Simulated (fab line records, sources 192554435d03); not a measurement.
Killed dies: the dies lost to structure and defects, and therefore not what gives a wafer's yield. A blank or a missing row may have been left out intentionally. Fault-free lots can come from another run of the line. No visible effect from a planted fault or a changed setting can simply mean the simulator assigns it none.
Chamber matching / flow n5_finfet / N5_BEOL_M10_STRIP_36 on rie_diel-06 has 4 sister chambers
The step strips in N2/H2. 4 wafers are shown with their chamber, then 10 later ones without.

== EACH WAFER AND ITS CHAMBER ==
wafer=L083.6; chamber=1; showerhead_plenum_p_Torr (Torr)=2.47
wafer=L089.1; chamber=0; showerhead_plenum_p_Torr (Torr)=2.41
wafer=L091.1; chamber=2; showerhead_plenum_p_Torr (Torr)=2.56
wafer=L091.4; chamber=3; showerhead_plenum_p_Torr (Torr)=2.48

== WAFERS WITH NO CHAMBER GIVEN ==
wafer=L091.5; showerhead_plenum_p_Torr (Torr)=2.48
wafer=L093.2; showerhead_plenum_p_Torr (Torr)=2.48
wafer=L093.3; showerhead_plenum_p_Torr (Torr)=2.41
wafer=L093.6; showerhead_plenum_p_Torr (Torr)=2.48
wafer=L094.1; showerhead_plenum_p_Torr (Torr)=2.47
wafer=L094.2; showerhead_plenum_p_Torr (Torr)=2.41
wafer=L094.4; showerhead_plenum_p_Torr (Torr)=2.48
wafer=L096.1; showerhead_plenum_p_Torr (Torr)=2.46
wafer=L096.3; showerhead_plenum_p_Torr (Torr)=2.40
wafer=L096.5; showerhead_plenum_p_Torr (Torr)=2.46

== EACH ONE'S CHAMBER ==
wafer=L091.5; from the rows above=can't be placed: 3 or 1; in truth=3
wafer=L093.2; from the rows above=can't be placed: 3 or 1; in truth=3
wafer=L093.3; from the rows above=0; in truth=0
wafer=L093.6; from the rows above=can't be placed: 3 or 1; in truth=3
wafer=L094.1; from the rows above=can't be placed: 1 or 3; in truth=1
wafer=L094.2; from the rows above=0; in truth=0
wafer=L094.4; from the rows above=can't be placed: 3 or 1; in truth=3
wafer=L096.1; from the rows above=can't be placed: 1 or 3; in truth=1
wafer=L096.3; from the rows above=0; in truth=0
wafer=L096.5; from the rows above=can't be placed: 1 or 3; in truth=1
Placed correctly: 3 of 10. Cannot be placed on the basis of these rows: 7; the candidates contain the true chamber in 7. 0 placed wrongly.
How it was worked out, from the rows above alone: a wafer's distance from a chamber is the root of the sum, over the readings, of the square of ((its reading less the chamber's mean) divided by the reading's scatter). If the next closest chamber is less than 2 further off than the closest, the wafer can't be placed; otherwise it belongs to the closest. For every chamber, the mean is computed from those of its wafers that are shown. The scatter: root of mean squared gap, hidden wafer to nearest shown wafer, with one shown wafer a chamber.
